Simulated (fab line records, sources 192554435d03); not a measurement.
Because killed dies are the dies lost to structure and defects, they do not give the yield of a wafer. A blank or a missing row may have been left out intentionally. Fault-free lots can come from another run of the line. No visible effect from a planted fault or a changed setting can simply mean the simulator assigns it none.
fab line records || flow n5Finfet
[record] {"lots": 7, "wafers": 21}
route steps=1938 shown MIM_BOT_LITHO@1858
startH: hours from the record's opening day to when the first of the lot's shown wafers began || waitH: time in hours since the lot's previous step || " repeats the value in the row above || L1.1+2: one row covering several wafers at once || - value missing, or start not given || * or withheld: withheld || < > ~ a bound
route shown NAME@n: NAME is a module with steps in the file, n the number in the route of the first one || usual: average and standard deviation across the fault-free wafers || same: alike in all rows || chamber/n: place in a boat || sites: the reading at each site || _std_site: standard deviation across them || _edge_site: inner sites' mean taken away from outer sites' mean || radiusMm: how far each site lies from the wafer's centre || mask NAME#n: copy n || behind: the tool/chamber that last shaped the wafer || hold: why the lot went on hold/how many hours it stayed there/how the hold came to an end || device: which transistor (n, p or np) failed to switch || end of line: at the end of the route, the tests of the same wafers || a step given without rows: its recipe and nothing more || killed: count of dies lost to structure and defects at first sort (not the wafer's yield) || map: per-die view of a wafer (x killed, . not killed, _ where there is no die)
set.NAME: the run value of the setting; set.NAME@STEP: its run value at that earlier step || model.NAME: the simulator's own value behind a step, which no gauge read
lots whose settings were changed on purpose; a table a step, a row a wafer
[[steps]]
[step N5_MIM_BOT_LITHO_EXPOSE_05]
[recipe] {"maskId": "MIM_BOT", "na": 0.55, "sourceShape": "conventional", "sigmaOuter": 0.8, "polarization": "unpolarized", "doseMj": 24.25}
{"lot.wafer": "L074.3+4+5", "tool": "krfScanner-02", "chamber": 0, "startH": 270.61, "waitH": "-", "mask": "MIM_BOT#0", "set.doseMj": 24.25}
{"lot.wafer": "L076.1+4+6", "tool": "krfScanner-01", "chamber": 0, "startH": 280.18, "waitH": "-", "mask": "MIM_BOT#0", "set.doseMj": 24.25}
{"lot.wafer": "L080.2+5+6", "tool": "krfScanner-01", "chamber": 0, "startH": 306.80, "waitH": "-", "mask": "MIM_BOT#0", "set.doseMj": 23.3}
{"lot.wafer": "L081.3", "tool": "krfScanner-02", "chamber": 0, "startH": 311.33, "waitH": "-", "mask": "MIM_BOT#0", "set.doseMj": 22.62}
{"lot.wafer": "L081.4+6", "tool": "krfScanner-02", "chamber": 0, "startH": 311.33, "waitH": "-", "mask": "MIM_BOT#0", "set.doseMj": 24.25}
{"lot.wafer": "L088.1+2+5", "tool": "krfScanner-02", "chamber": 0, "startH": 358.45, "waitH": "-", "mask": "MIM_BOT#0", "set.doseMj": 24.25}
{"lot.wafer": "L090.1", "tool": "krfScanner-01", "chamber": 0, "startH": 370.97, "waitH": "-", "mask": "MIM_BOT#0", "set.doseMj": 25.99}
{"lot.wafer": "L090.4+6", "tool": "krfScanner-01", "chamber": 0, "startH": 370.97, "waitH": "-", "mask": "MIM_BOT#0", "set.doseMj": 24.25}
{"lot.wafer": "L097.1+2", "tool": "krfScanner-02", "chamber": 0, "startH": 425.92, "waitH": "-", "mask": "MIM_BOT#0", "set.doseMj": 25.37}
{"lot.wafer": "L097.5", "tool": "krfScanner-02", "chamber": 0, "startH": 425.92, "waitH": "-", "mask": "MIM_BOT#0", "set.doseMj": 24.25}
[step N5_MIM_BOT_LITHO_PEB_06]
[recipe] {"pebTempC": "withheld", "pebTimeS": "*"}
[step N5_MIM_BOT_LITHO_DEVELOP_07]
[recipe] {"developTimeS": 60, "rinseLiquid": "diw", "dry": "airSpin", "devTempC": 21}
[step N5_MIM_BOT_LITHO_HARDBAKE_09]
[recipe] {"tempC": 130, "timeS": 120}
[step N5_MIM_BOT_LITHO_CD_MEAS_08]
[recipe] {"targetCdNm": 3000, "landingEnergyEv": 500, "detector": "seInlens", "polarity": "opening"}
[usual] {"cdNm": "3000.4/2.1"}
{"lot.wafer": "L074.3", "tool": "cdSem-03", "chamber": 0, "startH": 270.77, "waitH": "-", "set.doseMj@MIM_BOT_LITHO_EXPOSE_05": 24.25, "cdNm": 3002.5}
{"lot.wafer": "L074.4", "tool": "cdSem-03", "chamber": 0, "startH": 270.77, "waitH": "-", "set.doseMj@MIM_BOT_LITHO_EXPOSE_05": 24.25, "cdNm": 2999.6}
{"lot.wafer": "L074.5", "tool": "cdSem-03", "chamber": 0, "startH": 270.77, "waitH": "-", "set.doseMj@MIM_BOT_LITHO_EXPOSE_05": 24.25, "cdNm": 2998.2}
{"lot.wafer": "L076.1", "tool": "cdSem-03", "chamber": 0, "startH": 280.36, "waitH": "-", "set.doseMj@MIM_BOT_LITHO_EXPOSE_05": 24.25, "cdNm": 3002.5}
{"lot.wafer": "L076.4", "tool": "cdSem-03", "chamber": 0, "startH": 280.36, "waitH": "-", "set.doseMj@MIM_BOT_LITHO_EXPOSE_05": 24.25, "cdNm": 3006.0}
{"lot.wafer": "L076.6", "tool": "cdSem-03", "chamber": 0, "startH": 280.36, "waitH": "-", "set.doseMj@MIM_BOT_LITHO_EXPOSE_05": 24.25, "cdNm": 3002.7}
{"lot.wafer": "L080.2", "tool": "cdSem-02", "chamber": 0, "startH": 306.97, "waitH": "-", "set.doseMj@MIM_BOT_LITHO_EXPOSE_05": 23.3, "cdNm": 2996.9}
{"lot.wafer": "L080.5", "tool": "cdSem-02", "chamber": 0, "startH": 306.97, "waitH": "-", "set.doseMj@MIM_BOT_LITHO_EXPOSE_05": 23.3, "cdNm": 2992.5}
{"lot.wafer": "L080.6", "tool": "cdSem-02", "chamber": 0, "startH": 306.97, "waitH": "-", "set.doseMj@MIM_BOT_LITHO_EXPOSE_05": 23.3, "cdNm": 2994.2}
{"lot.wafer": "L081.3", "tool": "cdSem-03", "chamber": 0, "startH": 311.50, "waitH": "-", "set.doseMj@MIM_BOT_LITHO_EXPOSE_05": 22.62, "cdNm": 2988.8}
{"lot.wafer": "L081.4", "tool": "cdSem-03", "chamber": 0, "startH": 311.50, "waitH": "-", "set.doseMj@MIM_BOT_LITHO_EXPOSE_05": 24.25, "cdNm": 2999.8}
{"lot.wafer": "L081.6", "tool": "cdSem-03", "chamber": 0, "startH": 311.50, "waitH": "-", "set.doseMj@MIM_BOT_LITHO_EXPOSE_05": 24.25, "cdNm": 3000.2}
{"lot.wafer": "L088.1", "tool": "cdSem-03", "chamber": 0, "startH": 358.63, "waitH": "-", "set.doseMj@MIM_BOT_LITHO_EXPOSE_05": 24.25, "cdNm": 2999.4}
{"lot.wafer": "L088.2", "tool": "cdSem-03", "chamber": 0, "startH": 358.63, "waitH": "-", "set.doseMj@MIM_BOT_LITHO_EXPOSE_05": 24.25, "cdNm": 2998.2}
{"lot.wafer": "L088.5", "tool": "cdSem-03", "chamber": 0, "startH": 358.63, "waitH": "-", "set.doseMj@MIM_BOT_LITHO_EXPOSE_05": 24.25, "cdNm": 2998.3}
{"lot.wafer": "L090.1", "tool": "cdSem-02", "chamber": 0, "startH": 371.15, "waitH": "-", "set.doseMj@MIM_BOT_LITHO_EXPOSE_05": 25.99, "cdNm": 3012.3}
{"lot.wafer": "L090.4", "tool": "cdSem-02", "chamber": 0, "startH": 371.15, "waitH": "-", "set.doseMj@MIM_BOT_LITHO_EXPOSE_05": 24.25, "cdNm": 3001.6}
{"lot.wafer": "L090.6", "tool": "cdSem-02", "chamber": 0, "startH": 371.15, "waitH": "-", "set.doseMj@MIM_BOT_LITHO_EXPOSE_05": 24.25, "cdNm": 3002.2}
{"lot.wafer": "L097.1", "tool": "cdSem-01", "chamber": 0, "startH": 426.09, "waitH": "-", "set.doseMj@MIM_BOT_LITHO_EXPOSE_05": 25.37, "cdNm": 3009.3}
{"lot.wafer": "L097.2", "tool": "cdSem-01", "chamber": 0, "startH": 426.09, "waitH": "-", "set.doseMj@MIM_BOT_LITHO_EXPOSE_05": 25.37, "cdNm": 3009.6}
{"lot.wafer": "L097.5", "tool": "cdSem-01", "chamber": 0, "startH": 426.09, "waitH": "-", "set.doseMj@MIM_BOT_LITHO_EXPOSE_05": 24.25, "cdNm": 3000.6}
[[key]]
[split] {"step": "N5_MIM_BOT_LITHO_EXPOSE_05", "setting": "doseMj", "stated": 24.25, "by": "wafer"}
[response] {"step": "N5_MIM_BOT_LITHO_CD_MEAS_08", "reading": "cdNm", "change": "+1.61", "per": "1%", "r": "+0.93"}
